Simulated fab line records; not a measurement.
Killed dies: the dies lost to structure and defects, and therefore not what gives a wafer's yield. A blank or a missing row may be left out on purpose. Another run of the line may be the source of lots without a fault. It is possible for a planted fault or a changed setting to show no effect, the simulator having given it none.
Matching of chambers -- flow n5-finfet -- rie-diel-05 running N5_BEOL_M5_STRIP_36: 4 sister chambers
The step strips in N2/H2. 8 wafers are shown with their chamber, then 9 later ones without.

## EACH WAFER AND ITS CHAMBER
wafer,chamber,showerhead-plenum-p-Torr (Torr),drypump-motor-current-A (A)
L074.6,1,2.59,6.0
L077.2,3,2.63,5.8
L083.5,3,2.63,5.8
L084.4,0,2.43,5.2
L084.6,2,2.45,5.0
L086.1,0,2.43,5.1
L086.3,1,2.59,6.0
L086.6,2,2.44,5.1

## WAFERS WHOSE CHAMBER IS MISSING
wafer,showerhead-plenum-p-Torr (Torr),drypump-motor-current-A (A)
L088.1,2.44,5.0
L088.4,2.62,5.8
L088.5,2.62,5.8
L095.2,2.44,5.0
L095.5,2.42,5.1
L095.6,2.58,6.0
L097.2,2.61,5.8
L097.3,2.58,6.0
L097.6,2.42,5.1

## WHICH CHAMBER EACH ONE RAN IN
wafer,from the rows above,in truth
L088.1,2,2
L088.4,3,3
L088.5,3,3
L095.2,2,2
L095.5,0,0
L095.6,1,1
L097.2,can't be placed: 3 or 1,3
L097.3,1,1
L097.6,0,0
Correctly placed: 8 of 9. Unplaceable from these rows: 1, with the true chamber sitting among the candidates in 1. Wrongly placed: 0.
How it was worked out, from the rows above alone: a wafer's distance from a chamber is the root of the sum, over the readings, of the square of ((its reading less the chamber's mean) divided by the reading's scatter). The wafer belongs to the nearest chamber; if the next one is less than 2 further off, it can't be placed. A chamber's mean is the mean of its shown wafers. The scatter: the root of (the sum of the squares of (reading less its chamber's mean) over the shown wafers, divided by (wafers less chambers)).
